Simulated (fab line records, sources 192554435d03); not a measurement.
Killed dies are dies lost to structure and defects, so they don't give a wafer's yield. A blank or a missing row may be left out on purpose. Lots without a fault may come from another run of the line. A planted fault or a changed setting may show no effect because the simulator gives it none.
Which tool did it? | flow n5_finfet | 24 lots, 72 wafers sampled, at 2 steps of a route of 1938

WHAT THE GAUGES READ, wafer by wafer
N5_BEOL_M4_CD_MEAS_18: pitch 36 nm, target cd 18 nm. Usual: cd_nm 18.1 nm, standard deviation 0.38.
lot  | measured     | on        | cd_nm (nm)     | flag
L074 | day 7 09:29  | cd_sem-03 | 17.8 18.0 18.4 |
L075 | day 7 15:26  | cd_sem-02 | 18.9 18.7 18.7 |
L077 | day 7 22:45  | cd_sem-03 | 18.2 18.3 18.4 |
L076 | day 8 03:04  | cd_sem-03 | 18.3 18.4 17.5 |
L078 | day 8 03:32  | cd_sem-01 | 19.0 18.1 18.9 |
L080 | day 8 12:28  | cd_sem-02 | 17.9 17.3 17.6 |
L079 | day 8 21:00  | cd_sem-03 | 18.6 18.6 18.4 |
L081 | day 9 08:15  | cd_sem-02 | 17.9 18.4 17.5 |
L082 | day 9 11:36  | cd_sem-01 | 17.5 17.7 17.4 |
L083 | day 9 20:18  | cd_sem-01 | 18.5 17.7 18.7 |
L085 | day 9 23:51  | cd_sem-03 | 18.2 18.0 17.6 |
L084 | day 10 01:41 | cd_sem-03 | 18.3 17.8 18.2 |
L086 | day 10 13:14 | cd_sem-01 | 18.1 18.3 18.0 |
L087 | day 10 17:51 | cd_sem-01 | 17.8 19.1 17.7 |
L089 | day 10 19:47 | cd_sem-02 | 17.9 18.0 18.3 |
L088 | day 10 19:58 | cd_sem-02 | 18.7 18.3 18.1 |
L090 | day 11 09:34 | cd_sem-01 | 17.6 18.2 17.7 |
L091 | day 11 15:50 | cd_sem-01 | 18.5 17.9 18.0 |
L093 | day 12 07:22 | cd_sem-02 | 18.2 18.0 18.0 |
L092 | day 12 09:30 | cd_sem-01 | 18.0 18.3 17.8 |
L094 | day 12 16:38 | cd_sem-01 | 18.4 17.7 18.1 |
L095 | day 12 22:05 | cd_sem-03 | 18.4 18.6 18.3 |
L096 | day 13 01:18 | cd_sem-01 | 17.8 18.3 18.1 |
L097 | day 13 03:35 | cd_sem-01 | 18.1 17.7 17.9 |

N5_BEOL_M4_OVL_MEAS_29. Usual: V3_OVL 0.2 nm, standard deviation 0.77.
lot  | measured     | on         | V3_OVL (nm)    | flag
L074 | day 7 09:58  | overlay-01 | -1.5 0.6 -0.6  |
L075 | day 7 15:55  | overlay-02 | 0.3 -0.5 -0.4  |
L077 | day 7 23:06  | overlay-01 | 0.8 0.7 0.0    |
L076 | day 8 03:26  | overlay-01 | -0.6 0.5 -0.2  |
L078 | day 8 03:52  | overlay-01 | -0.3 0.5 0.7   |
L080 | day 8 12:56  | overlay-01 | 0.1 -0.5 -0.2  |
L079 | day 8 21:28  | overlay-01 | -0.9 0.9 -0.1  |
L081 | day 9 08:36  | overlay-02 | 0.2 -0.2 -0.1  |
L082 | day 9 11:57  | overlay-02 | 0.5 1.0 0.4    |
L083 | day 9 20:40  | overlay-02 | -1.1 -0.4 -0.5 |
L085 | day 10 00:12 | overlay-02 | 0.1 -0.2 0.7   |
L084 | day 10 02:02 | overlay-02 | 0.6 0.0 0.6    |
L086 | day 10 13:35 | overlay-02 | 1.4 0.6 0.8    |
L087 | day 10 18:12 | overlay-01 | 0.2 0.3 -0.1   |
L089 | day 10 20:16 | overlay-01 | 1.3 -1.0 0.6   |
L088 | day 10 20:19 | overlay-02 | -0.1 0.7 -1.4  |
L090 | day 11 09:55 | overlay-02 | 0.8 -1.0 1.1   |
L091 | day 11 16:20 | overlay-01 | 0.1 -1.4 -0.3  |
L093 | day 12 07:50 | overlay-01 | -0.5 0.8 -0.7  |
L092 | day 12 09:59 | overlay-01 | 0.9 1.4 1.2    |
L094 | day 12 17:07 | overlay-02 | 0.3 0.4 0.9    |
L095 | day 12 22:26 | overlay-01 | 0.5 0.8 0.8    |
L096 | day 13 01:39 | overlay-02 | 0.3 -0.2 1.7   |
L097 | day 13 03:56 | overlay-02 | 1.4 0.0 0.9    |

WHICH TOOL RAN EACH LOT (tool, then ch and the chambers of the sampled wafers, then the start)
The record holds no process step before these readings.

WHAT THE TOOLS THEMSELVES READ (means of the sampled wafers that have a number; where no wafer has one, the mark that the record gives instead)
The record holds no such reading with a usual standard deviation.

THE ANSWER, worked out from the rows above alone
Rule: a lot is off if the mean of its wafers that have a number lies more than 3 standard deviations from the usual mean. A lot without any number at a reading at which 4 lots or more have one is off too. The other lots that the step has rows for count as sound. The gauges are gone through in route order, then the tools' own readings, and for those a lot's mean is taken as printed above. The first step at which some lot is off is used, and at that step the reading that is off furthest; a lot without a number counts as furthest.
No lot is off at any reading shown: from this, nothing can be told.

WHAT THE SIMULATOR HAD PUT IN
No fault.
